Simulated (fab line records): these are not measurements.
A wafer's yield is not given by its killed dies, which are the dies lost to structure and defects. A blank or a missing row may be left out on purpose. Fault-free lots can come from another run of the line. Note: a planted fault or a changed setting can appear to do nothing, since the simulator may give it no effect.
fab line records | flow n5Finfet
[record] lots = 7 | wafers = 18 | lastDay = 17
route steps=1938 shown MOL_CONTACT_COAG@539 BEOL_M4@1111 PASSIVATION@1936
lots that met no fault: taken from a fault-free run of the same line
startH: hours from the record's first day to the start of the lot's first wafer shown | waitH: hours from the lot's prior step to this one | " repeats the value in the row above | L1.1+2: one row covering several wafers at once | - no value present, or no start provided | * or withheld: withheld | < > ~ a bound
route shown NAME@n: a module of which the file shows steps, and the number in the route of the first | usual: average and standard deviation across the fault-free wafers | same: alike in all rows | chamber/n: place in a boat | sites: per-site readings | _std_site: how widely they spread, as a standard deviation | _edge_site: outer sites' mean less inner sites' | radiusMm: for every site, how far away it sits from the centre of the wafer | mask NAME#n: copy n | behind: the last tool/chamber to shape the wafer | hold: why the lot went on hold/how many hours it stayed there/how the hold came to an end | device: the transistor (n, p or np) that didn't switch | end of line: tests run on the same wafers once the route is complete | a step given without rows: its recipe and nothing more | killed: dies that structure and defects cost at the first sort, which is not the same as the wafer's yield | map: shows each die of a wafer: x if killed, . if not, _ if none is there
set.NAME: the setting as run; set.NAME@STEP: as run at that earlier step | model.NAME: the simulator's own value behind a step, which no gauge read
lots seen at some steps along the route; tables by step, rows by wafer
services: a tool's chamber out of use, with start hour (startH, from the record's first day; less than 0 if before it), hours out, and reason
[[steps]]
[step N5_MOL_CONTACT_COAG_STRIP_98]
[recipe] chemistry = N2/H2 | powerW = 500 | tempC = 40 | pressureMtorr = 50 | rfFrequencyHz = 6e+07 | overashFraction = 0.3 | biasPowerW = 8 | h2Frac = 0.5 | n2FlowSccm = 300 | h2FlowSccm = 300
[usual] drypumpMotorCurrentA = 5.7/0.5 | h2FlowSccm = 300.1/0.92 | oesProductAu = 0.76/0.074 | rfVppV = 54.0/1.5 | showerheadPlenumPTorr = 3.32/0.045 | throttleValvePct = 18.9/0.32
lot.wafer | tool       | chamber | startH | waitH | drypumpMotorCurrentA | h2FlowSccm | oesProductAu | rfHoursCounterH | rfVppV | showerheadPlenumPTorr | throttleValvePct
L483.1    | rieDiel-02 | 2       | 100.49 | 0.0   | 5.9                  | 300.7      | 0.76         | 144             | 50.9   | 3.37                  | 19.3
L483.2    | "          | 3       | "      | "     | 6.1                  | 300.7      | 0.78         | 91              | 52.4   | 3.39                  | 18.7
L483.5    | "          | 0       | "      | "     | 5.7                  | 300.4      | 0.81         | -               | 54.7   | 3.26                  | 18.7
L487.1    | rieDiel-02 | 0       | 125.92 | 0.0   | 5.7                  | 301.0      | 0.80         | 94              | 54.4   | 3.25                  | 18.7
L487.6    | "          | 0       | "      | "     | 5.7                  | 301.3      | 0.81         | -               | 55.3   | 3.25                  | 18.7
L489.4    | rieDiel-01 | 2       | 136.50 | 0.0   | 5.7                  | 299.3      | 0.66         | 250             | 54.1   | 3.31                  | 19.0
L489.6    | "          | 1       | "      | "     | 5.8                  | 298.8      | 0.69         | -               | 55.6   | 3.32                  | 19.1
L493.1    | rieDiel-05 | 3       | 166.77 | 0.0   | 5.8                  | 300.3      | 0.72         | 208             | 51.3   | 3.32                  | 19.2
L493.6    | "          | 0       | "      | "     | 5.1                  | 298.9      | 0.68         | -               | 54.2   | 3.33                  | 18.9
L494.1    | rieDiel-02 | 3       | 170.49 | 0.0   | 6.1                  | 300.8      | 0.78         | 114             | 56.6   | 3.38                  | 18.7
L494.4    | "          | 1       | "      | "     | 6.1                  | 300.9      | 0.73         | 160             | 54.4   | 3.37                  | 18.8
L494.5    | "          | 1       | "      | "     | 6.1                  | 300.8      | 0.72         | -               | 55.3   | 3.37                  | 18.7
L497.3    | rieDiel-01 | 1       | 190.86 | 0.0   | 5.7                  | 300.0      | 0.67         | 239             | 55.1   | 3.31                  | 19.1
L497.4    | "          | 3       | "      | "     | 4.8                  | 299.9      | 0.72         | 200             | 53.8   | 3.33                  | 19.4
L497.5    | "          | 2       | "      | "     | 5.7                  | 301.0      | 0.95         | -               | 51.9   | 3.30                  | 18.6
L502.1    | rieDiel-02 | 2       | 213.75 | 0.0   | 5.9                  | 299.0      | 0.73         | 183             | 54.1   | 3.35                  | 19.3
L502.3    | "          | 1       | "      | "     | 6.1                  | 299.1      | 0.71         | 175             | 53.3   | 3.36                  | 18.7
L502.4    | "          | 0       | "      | "     | 5.6                  | 300.7      | 0.77         | 125             | 54.5   | 3.24                  | 18.7
[step N5_MOL_CONTACT_COAG_CD_MEAS_99]
[recipe] targetCdNm = 17.2 | polarity = opening
[usual] cdNm = 17.2/0.3
lot.wafer | tool     | chamber | startH | waitH | cdNm
L483.1    | cdSem-01 | -       | 100.56 | -     | 17.2
L483.2    | "        | -       | "      | "     | 17.3
L483.5    | "        | -       | "      | "     | 17.3
L487.1    | cdSem-02 | -       | 125.99 | -     | 17.3
L487.6    | "        | -       | "      | "     | 17.3
L489.4    | cdSem-02 | -       | 136.57 | -     | 17.0
L489.6    | "        | -       | "      | "     | 17.0
L493.1    | cdSem-02 | -       | 166.84 | -     | 17.4
L493.6    | "        | -       | "      | "     | 17.6
L494.1    | cdSem-03 | -       | 170.56 | -     | 17.2
L494.4    | "        | -       | "      | "     | 17.4
L494.5    | "        | -       | "      | "     | 16.8
L497.3    | cdSem-01 | -       | 190.93 | -     | 17.4
L497.4    | "        | -       | "      | "     | 17.3
L497.5    | "        | -       | "      | "     | 17.8
L502.1    | cdSem-02 | -       | 213.82 | -     | 17.3
L502.3    | "        | -       | "      | "     | 17.3
L502.4    | "        | -       | "      | "     | 17.4
[step N5_MOL_CONTACT_COAG_IMPLANT_129]
[recipe] species = Ge | energyKev = 3 | doseCm2 = 6e+14 | tiltDeg = 0 | rotationDeg = 0
[step N5_MOL_CONTACT_COAG_PRECLEAN_111]
[recipe] chemistry = NF3:NH3 | afsCycles = 1 | tempC = 30 | timeS = 20 | sublimationTempC = 180 | sublimationTimeS = 60 | pressureTorr = 3 | rfPowerW = 30
[step N5_MOL_CONTACT_COAG_TI_SIL_19]
[recipe] material = Ti | targetThkA = 42 | tempC = 200 | chamberPressurePa = 5 | powerW = 5000 | timeS = 15
[usual] susceptorTempC = 200.00/0.15 | throttleValvePct = 30.4/0.41
lot.wafer | tool          | chamber | startH | waitH | susceptorTempC | throttleValvePct
L483.1    | pvdSputter-02 | -       | 101.04 | 0.2   | 199.85         | 30.6
L483.2    | "             | -       | "      | "     | 199.93         | 30.2
L483.5    | "             | -       | "      | "     | 199.82         | 30.6
L487.1    | pvdSputter-03 | -       | 127.80 | 0.2   | 199.91         | 30.3
L487.6    | "             | -       | "      | "     | 199.80         | 30.7
L489.4    | pvdSputter-02 | -       | 138.73 | 0.2   | 200.15         | 31.2
L489.6    | "             | -       | "      | "     | 200.14         | 30.8
L493.1    | pvdSputter-01 | -       | 167.31 | 0.2   | 200.02         | 29.6
L493.6    | "             | -       | "      | "     | 200.13         | 30.7
L494.1    | pvdSputter-03 | -       | 171.01 | 0.2   | 200.00         | 30.4
L494.4    | "             | -       | "      | "     | 200.35         | 30.1
L494.5    | "             | -       | "      | "     | 200.23         | 30.5
L497.3    | pvdSputter-02 | -       | 191.42 | 0.1   | 199.67         | 30.9
L497.4    | "             | -       | "      | "     | 200.18         | 30.5
L497.5    | "             | -       | "      | "     | 200.06         | 30.6
L502.1    | pvdSputter-02 | -       | 215.00 | 0.2   | 199.89         | 30.5
L502.3    | "             | -       | "      | "     | 199.96         | 30.5
L502.4    | "             | -       | "      | "     | 199.97         | 30.8
[step N5_MOL_CONTACT_COAG_ALD_20]
[recipe] material = TiN | targetThkA = 15 | tempC = 400 | aldPrecursorFamily = TiCl4 | aldCoReactant = NH3 | pulseTimeS = 1 | purgeTimeS = 3 | coReactantPurgeTimeS = 2 | coReactantPulseTimeS = 2 | aldCycles = 68 | pressureTorr = 3
[step N5_MOL_CONTACT_COAG_SIL_ANNEAL_21]
[recipe] tempC = 550 | timeS = 60 | ambient = N2
[step N5_MOL_CONTACT_COAG_PRE_CLEAN_141]
[recipe] gas = H2/He | timeS = 60 | tempC = 300
[step N5_MOL_CONTACT_COAG_SPUTTER_143]
[recipe] material = Co | targetThkA = 25 | tempC = 25 | chamberPressurePa = 0.2
[usual] susceptorTempC = 25.00/0.11 | throttleValvePct = 30.4/0.45
lot.wafer | tool          | chamber | startH | waitH | susceptorTempC | throttleValvePct
L483.1    | pvdSputter-02 | -       | 102.74 | 0.0   | 24.76          | 30.4
L483.2    | "             | -       | "      | "     | 25.09          | 31.4
L483.5    | "             | -       | "      | "     | 24.90          | 30.9
L487.1    | pvdSputter-02 | -       | 128.58 | 0.0   | 24.95          | 30.7
L487.6    | "             | -       | "      | "     | 24.99          | 30.9
L489.4    | pvdSputter-03 | -       | 141.11 | 0.0   | 24.95          | 30.0
L489.6    | "             | -       | "      | "     | 24.99          | 30.2
L493.1    | pvdSputter-01 | -       | 169.89 | 0.0   | 24.94          | 30.5
L493.6    | "             | -       | "      | "     | 25.03          | 30.7
L494.1    | pvdSputter-01 | -       | 175.56 | 0.0   | 24.88          | 30.8
L494.4    | "             | -       | "      | "     | 24.99          | 29.5
L494.5    | "             | -       | "      | "     | 25.01          | 30.3
L497.3    | pvdSputter-02 | -       | 192.27 | 0.0   | 25.10          | 30.7
L497.4    | "             | -       | "      | "     | 25.15          | 30.6
L497.5    | "             | -       | "      | "     | 24.95          | 30.4
L502.1    | pvdSputter-01 | -       | 216.29 | 0.0   | 25.02          | 29.4
L502.3    | "             | -       | "      | "     | 24.85          | 30.4
L502.4    | "             | -       | "      | "     | 24.99          | 30.1
[step N5_MOL_CONTACT_COAG_CO_FILL_22]
[recipe] material = Co | targetThkA = 200 | tempC = 200 | precursor = CCTBA/H2 | pressureTorr = 30
[usual] heaterPowerW = 241/16 | susceptorTempC = 200.02/0.16
lot.wafer | tool     | chamber | startH | waitH | heaterPowerW | susceptorTempC
L483.1    | cvdCo-01 | 0       | 102.86 | 0.1   | 219          | 200.20
L483.2    | "        | 1       | "      | "     | 241          | 200.08
L483.5    | "        | 2       | "      | "     | 259          | 200.16
L487.1    | cvdCo-02 | 1       | 128.71 | 0.1   | 258          | 199.92
L487.6    | "        | 0       | "      | "     | 241          | 200.05
L489.4    | cvdCo-02 | 0       | 141.52 | 0.4   | 241          | 200.29
L489.6    | "        | 1       | "      | "     | 253          | 200.19
L493.1    | cvdCo-01 | 1       | 170.01 | 0.1   | 237          | 199.78
L493.6    | "        | 0       | "      | "     | 215          | 199.78
L494.1    | cvdCo-01 | 0       | 175.68 | 0.1   | 217          | 200.09
L494.4    | "        | 2       | "      | "     | 260          | 200.00
L494.5    | "        | 1       | "      | "     | 234          | 199.77
L497.3    | cvdCo-02 | 2       | 192.39 | 0.1   | 236          | 199.77
L497.4    | "        | 1       | "      | "     | 259          | 199.91
L497.5    | "        | 2       | "      | "     | 232          | 200.15
L502.1    | cvdCo-02 | 1       | 216.41 | 0.1   | 250          | 200.07
L502.3    | "        | 0       | "      | "     | 245          | 200.30
L502.4    | "        | 1       | "      | "     | 244          | 199.93
[step N5_MOL_CONTACT_COAG_ANNEAL_113]
[recipe] tempC = 400 | timeS = 300 | ambient = H2/N2
[step N5_MOL_CONTACT_COAG_PRE_CLEAN_142]
[recipe] gas = H2/He | timeS = 60 | tempC = 300
[usual] heaterPowerW = 471/56 | susceptorTempC = 299.99/0.2
lot.wafer | tool          | chamber | startH | waitH | heaterPowerW | susceptorTempC
L483.1    | pvdSputter-01 | -       | 105.85 | 2.2   | 484          | 299.78
L483.2    | "             | -       | "      | "     | 475          | 300.26
L483.5    | "             | -       | "      | "     | 543          | 300.07
L487.1    | pvdSputter-01 | -       | 131.54 | 2.1   | 544          | 300.05
L487.6    | "             | -       | "      | "     | 481          | 300.08
L489.4    | pvdSputter-01 | -       | 143.91 | 1.5   | 355          | 299.67
L489.6    | "             | -       | "      | "     | 489          | 300.06
L493.1    | pvdSputter-01 | -       | 171.56 | 0.8   | 475          | 299.75
L493.6    | "             | -       | "      | "     | 334          | 300.17
L494.1    | pvdSputter-03 | -       | 177.30 | 0.8   | 511          | 299.98
L494.4    | "             | -       | "      | "     | 478          | 299.77
L494.5    | "             | -       | "      | "     | 417          | 300.07
L497.3    | pvdSputter-02 | -       | 195.46 | 2.0   | 485          | 299.76
L497.4    | "             | -       | "      | "     | 422          | 299.91
L497.5    | "             | -       | "      | "     | 420          | 300.05
L502.1    | pvdSputter-03 | -       | 221.03 | 3.7   | 421          | 300.16
L502.3    | "             | -       | "      | "     | 466          | 300.05
L502.4    | "             | -       | "      | "     | 510          | 299.85
[step N5_MOL_CONTACT_COAG_SPUTTER_130]
[recipe] material = Co | targetThkA = 475 | tempC = 25 | chamberPressurePa = 0.5 | powerW = 3000
[usual] susceptorTempC = 25.01/0.11 | throttleValvePct = 30.3/0.43
lot.wafer | tool          | chamber | startH | waitH | susceptorTempC | throttleValvePct | model.Co_of_MOL_CONTACT_COAG_SPUTTER_130.thkNm
L483.1    | pvdSputter-01 | -       | 105.91 | 0.0   | 24.99          | 29.7             | 47.2
L483.2    | "             | -       | "      | "     | 25.04          | 30.6             | 47.6
L483.5    | "             | -       | "      | "     | 24.92          | 30.7             | 47.8
L487.1    | pvdSputter-01 | -       | 131.60 | 0.0   | 25.04          | 30.7             | 31.4
L487.6    | "             | -       | "      | "     | 24.98          | 29.4             | 31.2
L489.4    | pvdSputter-01 | -       | 143.97 | 0.0   | 25.00          | 30.4             | 48
L489.6    | "             | -       | "      | "     | 25.09          | 29.6             | 31
L493.1    | pvdSputter-01 | -       | 171.62 | 0.0   | 24.96          | 29.7             | 31.4
L493.6    | "             | -       | "      | "     | 24.94          | 30.6             | 31.4
L494.1    | pvdSputter-03 | -       | 177.36 | 0.0   | 25.05          | 30.4             | 48.2
L494.4    | "             | -       | "      | "     | 24.95          | 30.0             | 47.4
L494.5    | "             | -       | "      | "     | 25.19          | 30.1             | 48
L497.3    | pvdSputter-02 | -       | 195.52 | 0.0   | 24.89          | 31.1             | 46.6
L497.4    | "             | -       | "      | "     | 25.09          | 30.4             | 47
L497.5    | "             | -       | "      | "     | 24.96          | 30.1             | 46.8
L502.1    | pvdSputter-03 | -       | 221.09 | 0.0   | 24.97          | 30.0             | 47.6
L502.3    | "             | -       | "      | "     | 24.84          | 30.0             | 47
L502.4    | "             | -       | "      | "     | 25.18          | 30.3             | 47.4
[step N5_MOL_CONTACT_COAG_PRECLEAN_125]
[recipe] chemistry = DIW | timeS = 57.5 | tempC = 23
[step N5_BEOL_M4_RC_MEAS_101]
[usual] DIBL_N = 36.5/1.4 | DIBL_P = 36.5/1.6 | IOFF_N = 0.163/0.022 | IOFF_P = 0.219/0.029 | ION_N = 675/8.3 | ION_P = 464/6.2 | SS_N = 71.5/0.52 | SS_P = 73.4/0.57 | VT_N = 249.7/2.6 | VT_P = -250/3
lot.wafer | tool      | chamber | startH | waitH | DIBL_N[mV/V] | DIBL_P[mV/V] | IOFF_N[nA/um] | IOFF_P[nA/um] | ION_N[uA/um] | ION_P[uA/um] | SS_N[mV/dec] | SS_P[mV/dec] | VT_N[mV] | VT_P[mV]
L483.1    | prober-01 | 0       | 183.17 | 0.0   | 35.1         | 35.4         | 0.143         | 0.181         | 667          | 453          | 70.8         | 73.2         | 250.3    | -253
L483.2    | "         | 0       | "      | "     | 35.9         | 36.8         | 0.167         | 0.206         | 674          | 459          | 72.0         | 73.4         | 246.6    | -252
L483.5    | "         | 0       | "      | "     | 34.9         | 34.7         | 0.136         | 0.169         | 661          | 455          | 71.5         | 73.3         | 251.5    | -255
L487.1    | prober-02 | 0       | 208.24 | 0.0   | 33.4         | 33.0         | 0.120         | 0.162         | 675          | 459          | 71.2         | 72.3         | 252.0    | -251
L487.6    | "         | 0       | "      | "     | 35.3         | 35.7         | 0.152         | 0.193         | 676          | 463          | 70.9         | 72.8         | 247.7    | -252
L489.4    | prober-01 | 0       | 215.16 | 0.5   | 34.2         | 33.7         | 0.129         | 0.213         | 673          | 468          | 71.0         | 72.0         | 252.0    | -248
L489.6    | "         | 0       | "      | "     | 35.3         | 34.5         | 0.141         | 0.221         | 681          | 469          | 71.2         | 72.5         | 248.7    | -248
L494.1    | prober-01 | 0       | 246.45 | 0.0   | 36.2         | 37.9         | 0.182         | 0.281         | 683          | 477          | 72.1         | 73.4         | 245.3    | -242
L494.4    | "         | 0       | "      | "     | 36.1         | 38.0         | 0.189         | 0.304         | 691          | 483          | 71.5         | 73.7         | 244.6    | -241
L494.5    | "         | 0       | "      | "     | 35.5         | 37.1         | 0.170         | 0.271         | 680          | 476          | 71.5         | 74.0         | 247.4    | -244
L493.1    | prober-02 | 0       | 248.00 | 0.0   | 36.6         | 35.6         | 0.175         | 0.246         | 674          | 471          | 72.5         | 73.1         | 246.5    | -247
L493.6    | "         | 0       | "      | "     | 36.1         | 35.9         | 0.170         | 0.235         | 681          | 472          | 71.4         | 73.8         | 247.6    | -245
L497.3    | prober-02 | 0       | 262.51 | 0.3   | 34.0         | 33.1         | 0.118         | 0.169         | 672          | 453          | 70.2         | 72.9         | 254.2    | -253
L497.4    | "         | 0       | "      | "     | 36.5         | 36.7         | 0.155         | 0.213         | 663          | 457          | 71.2         | 73.5         | 251.6    | -249
L497.5    | "         | 0       | "      | "     | 36.1         | 36.0         | 0.153         | 0.202         | 675          | 460          | 71.3         | 73.2         | 248.6    | -248
L502.1    | prober-01 | 0       | 298.21 | 0.0   | 36.8         | 37.1         | 0.175         | 0.198         | 666          | 450          | 71.4         | 73.8         | 251.3    | -254
L502.3    | "         | 0       | "      | "     | 35.0         | 35.4         | 0.141         | 0.176         | 665          | 456          | 70.8         | 73.8         | 251.7    | -255
L502.4    | "         | 0       | "      | "     | 34.0         | 34.5         | 0.126         | 0.160         | 660          | 454          | 71.0         | 73.5         | 253.9    | -253
[step N5_PASSIVATION_PROBE_49]
[usual] defectLimitedYield = 91.2/1.6 | killed_at_M0_to_M3 = 33/11 | killed_at_M4_up = 15/6.2 | killedAtContacts = 15/7.1 | killedAtFrontEnd = 38/12 | killedAtOther = 4/3.5 | killedDies = 104/19 | killedOpen = 69/14 | killedShort = 34/8.5 | sort_bin_5_function = 5.2/0.99 | sort_bin_6_memory = 3.3/0.77 | sortNPass = 1076/19 | sortYieldPct = 91.2/1.6
[same] grossDies = 1180 | killedAtBackSide = 0 | sort_bin_4_leakage[%] = 0 | sort_bin_8_speed[%] = 0
lot.wafer | tool      | chamber | startH | waitH | defectLimitedYield[%] | killed_at_M0_to_M3 | killed_at_M4_up | killedAtContacts | killedAtFrontEnd | killedAtOther | killedDies | killedOpen | killedShort | sort_bin_5_function[%] | sort_bin_6_memory[%] | sortNPass | sortYieldPct[%]
L493.1    | prober-01 | -       | 354.76 | 0.0   | 91.2                  | 44                 | 6               | 9                | 41               | 4             | 104        | 68         | 35          | 5.6                    | 2.7                  | 1076      | 91.2
L493.6    | prober-01 | -       | 355.01 | 0.3   | 91.7                  | 33                 | 14              | 15               | 26               | 10            | 98         | 70         | 28          | 5.1                    | 3.1                  | 1082      | 91.7
// killed by level:class
L493.1 STI_FIN_REVEAL:geometricParticle:open=15 BEOL_M0_SAQP:geometricParticle:short=12 BEOL_M1:geometricParticle:open=10 MOL_CONTACT_COAG:geometricParticle:open=8 BEOL_M0_SAQP:geometricParticle:open=8 BEOL_M2:geometricParticle:open=5 BEOL_M3:geometricParticle:open=5 STI_FIN_REVEAL:geometricParticle:short=4
L493.6 MOL_CONTACT_COAG:geometricParticle:open=12 BEOL_M3:geometricParticle:open=11 BEOL_M0_SAQP:geometricParticle:open=9 BEOL_M0_SAQP:geometricParticle:short=7 STI_FIN_REVEAL:geometricParticle:open=6 GATE_CUT:geometricParticle:open=5 BEOL_M4:geometricParticle:open=4 MOL_CONTACT_COAG:geometricParticle:short=3
[[services]]
tool          | chamber | startH | hours | kind
cvdCo-01      | 1       | 78.50  | 3.4   | repair
rieDiel-01    | 1       | 88.68  | 15.3  | repair
cvdCo-02      | -       | 97.27  | 2.8   | pm
cvdCo-01      | 1       | 114.67 | -     | clean
cvdCo-01      | 1       | 114.67 | 22.0  | scheduledDown
cvdCo-01      | 1       | 114.67 | 22.0  | ventCycle
rieDiel-01    | 1       | 126.77 | 8.7   | repair
rieDiel-01    | 2       | 136.93 | -     | clean
rieDiel-01    | 2       | 136.93 | -     | consumableReplace:focusRing
rieDiel-01    | 2       | 136.93 | 22.3  | scheduledDown
rieDiel-01    | 2       | 136.93 | 22.3  | ventCycle
rieDiel-05    | 0       | 141.50 | 9.7   | repair
cvdCo-01      | 0       | 141.91 | 7.2   | repair
pvdSputter-01 | -       | 141.96 | 1.9   | repair
rieDiel-05    | 1       | 163.92 | 15.8  | repair
rieDiel-05    | 1       | 184.07 | -     | clean
rieDiel-05    | 1       | 184.07 | -     | consumableReplace:focusRing
rieDiel-05    | 1       | 184.07 | 21.9  | scheduledDown
rieDiel-05    | 1       | 184.07 | 21.9  | ventCycle
rieDiel-01    | 0       | 205.00 | 10.7  | repair
rieDiel-05    | 3       | 217.36 | 2.8   | repair
[[key]]
firstSign none at tools or gauges
[modelEffect] step = N5_MOL_CONTACT_COAG_SPUTTER_130 | value = Co_of_MOL_CONTACT_COAG_SPUTTER_130.thkNm | without = 47.92 | struck = 31.28
metAt N5_MOL_CONTACT_COAG_SPUTTER_130
struckWafers L487.1,L487.6,L489.6,L493.1,L493.6
onsetBetween 105.91 131.60
[fault] kind = processParameterDrift | tool = pvdSputter-01 | chamber = - | onsetH = 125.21 | steps = N5_MOL_CONTACT_COAG_SPUTTER_130 | channel = targetThkA | offset = * | shape = step | endH = 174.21 | scope = struckWafersOnly | actsIn = * | stated = *
